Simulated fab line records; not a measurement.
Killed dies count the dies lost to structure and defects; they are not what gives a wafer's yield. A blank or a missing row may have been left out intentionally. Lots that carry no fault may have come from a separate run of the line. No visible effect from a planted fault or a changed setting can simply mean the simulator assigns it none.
Comparing a struck lot with a sound one :: flow n5-finfet :: 18 out of 1938 route steps
Sound: the wafers L293.2, L293.4, L293.5. Struck: wafer L299.6. (L299.2, L299.4 of the same lot were not struck and are left out.) The cause comes at the end.
Order at every step that has rows: each side's tool, ch and its chambers, its first start. Under that, the readings that differ: sound wafers :: struck wafers :: difference of the means :: sigmas: that difference in standard deviations of wafers without a fault.
alike: a reading whose means differ by less than 2 such deviations, as well as words and numbers matching on both sides. not compared: withheld readings; readings where some wafer has no value; bounds like >300 that might hide an equal value; numbers whose values overlap and for which the record gives no deviation.
The two part at a step that has a row with sigmas, a row that says differs or no value, or rows on one side only. Numbers that have no deviation but don't overlap get no sigmas and don't part them. Lack of a reading on every wafer of one side parts them only where that side has two or more wafers.

N5_BEOL_M1_ANNEAL_82: time 240 s.
  struck on pvd-sputter-03, day 9 13:11; sound on pvd-sputter-01, day 8 07:48
  alike: heater-power-w
then, 3 steps without rows for these wafers: N5_BEOL_M1_SPUTTER_86 (material Cu, target thk 4.5 nm, time 8.29 s); N5_BEOL_M1_ANNEAL_87 (time 240 s); N5_BEOL_M1_SPUTTER_88 (material Cu, target thk 4.5 nm, time 8.29 s).
N5_BEOL_M1_ANNEAL_89: time 240 s.
  struck on pvd-sputter-03, day 9 13:37; sound on pvd-sputter-01, day 8 08:14
  alike: heater-power-w
N5_BEOL_M1_SPUTTER_90: material Cu, target thk 4.5 nm, time 8.29 s.
  struck on pvd-sputter-03, day 9 13:46; sound on pvd-sputter-01, day 8 08:23
  alike: throttle-valve-pct
then, 1 step without rows for these wafers: N5_BEOL_M1_ANNEAL_91 (time 240 s).
N5_BEOL_M1_SPUTTER_92: material Cu, target thk 4.5 nm, time 8.29 s.
  struck on pvd-sputter-03, day 9 13:59; sound on pvd-sputter-01, day 8 08:36
  alike: throttle-valve-pct
N5_BEOL_M1_ANNEAL_93: time 240 s.
  struck on pvd-sputter-03, day 9 14:04; sound on pvd-sputter-01, day 8 08:41
  alike: heater-power-w
then, 3 steps without rows for these wafers: N5_BEOL_M1_SPUTTER_94 (material Cu, target thk 4.5 nm, time 8.29 s); N5_BEOL_M1_ANNEAL_95 (time 240 s); N5_BEOL_M1_SPUTTER_96 (material Cu, target thk 4.5 nm, time 8.29 s).
N5_BEOL_M1_ECD_50: material Cu, target thk 300 nm.
  sound on ecd-cu-01 ch 0,1, day 8 09:10; struck on ecd-cu-01 ch 1, day 9 14:32
reading: model.Cu_of_BEOL_M1_ECD_50.thk-nm (nm)
sound: 302.8 304.2 300.6
struck: 395
difference: +92
sigmas: 
then, 1 step without rows for these wafers: N5_BEOL_M1_ANNEAL_51 (time 90 s).
N5_BEOL_M1_CMP_52: polishes, stops on SiOC, t overpolish 6.8 s, target thk 40 nm.
  sound on cmp-01 ch 1,3, day 8 09:37; struck on cmp-02 ch 2, day 9 14:55
reading: time-to-endpoint-s (s)
sound: 64.6 62.8 63.6
struck: 87.8
difference: +24.1
sigmas: +9
  alike: motor-current-A
  not compared: pad-life-wafers
N5_BEOL_M1_THK_MEAS_53: measures by xrf.
  struck on film-metro-02, day 9 15:13; sound on film-metro-01, day 8 09:55
  alike: M1_THK
N5_BEOL_M4_RC_MEAS_101:
  sound on prober-02 ch 0, day 9 19:18; struck on prober-01 ch 0, day 11 02:15
  alike: DIBL_N, DIBL_P, IOFF_N, IOFF_P, ION_N, ION_P, SS_N, SS_P, VT_N, VT_P
next, for these wafers, 1 step has no rows: N5_PASSIVATION_PROBE_49.

WHERE THEY PART
Only at N5_BEOL_M1_CMP_52, within this record. Later steps at which nothing parts them and some readings are alike: N5_BEOL_M1_THK_MEAS_53, N5_BEOL_M4_RC_MEAS_101.

WHY: what had been put in by the simulator
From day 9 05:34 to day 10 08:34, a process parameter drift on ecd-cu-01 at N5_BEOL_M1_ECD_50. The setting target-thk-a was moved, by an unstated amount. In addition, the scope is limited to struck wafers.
